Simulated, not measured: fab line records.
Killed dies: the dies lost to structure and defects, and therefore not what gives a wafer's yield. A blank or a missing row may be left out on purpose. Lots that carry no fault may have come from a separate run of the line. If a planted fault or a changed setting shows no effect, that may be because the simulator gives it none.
Chamber matching    flow n5-finfet    4 sister chambers for N5_BEOL_M1_DESCUM_33 on rie-diel-03
The step chemistry O2, time 7 s. 8 wafers are shown with their chamber, then 11 later ones without.

== WAFERS, EACH WITH ITS CHAMBER ==
wafer   chamber  drypump-motor-current-A (A)  showerhead-plenum-p-Torr (Torr)
L082.2  2        5.0                          2.12
L083.2  3        5.7                          2.07
L083.5  1        6.3                          2.15
L083.6  2        5.1                          2.12
L085.1  1        6.3                          2.15
L085.3  3        5.7                          2.06
L085.4  0        6.0                          2.04
L091.2  0        6.0                          2.03

== WAFERS MISSING THEIR CHAMBER ==
wafer   drypump-motor-current-A (A)  showerhead-plenum-p-Torr (Torr)
L091.5  6.0                          2.03
L091.6  5.0                          2.12
L092.4  5.0                          2.12
L092.5  5.7                          2.06
L092.6  6.0                          2.03
L094.1  5.7                          2.06
L094.4  6.3                          2.14
L094.5  5.0                          2.11
L095.1  5.7                          2.06
L095.3  5.0                          2.11
L095.4  5.0                          2.11

== EACH ONE'S CHAMBER ==
wafer   from the rows above  in truth
L091.5  0                    0
L091.6  2                    2
L092.4  2                    2
L092.5  3                    3
L092.6  0                    0
L094.1  3                    3
L094.4  1                    1
L094.5  2                    2
L095.1  3                    3
L095.3  2                    2
L095.4  2                    2
11 of 11 placed correctly. Number that these rows cannot place: 0. Number placed wrongly: 0.
How it was worked out, from the rows above alone: a wafer's distance from a chamber is the root of the sum, over the readings, of the square of ((its reading less the chamber's mean) divided by the reading's scatter). The wafer belongs to the nearest chamber; if the next one is less than 2 further off, it can't be placed. For every chamber, the mean is computed from those of its wafers that are shown. The scatter: take each reading less its chamber's mean, square it, sum over the shown wafers, divide by the number of wafers less the number of chambers, and take the root.
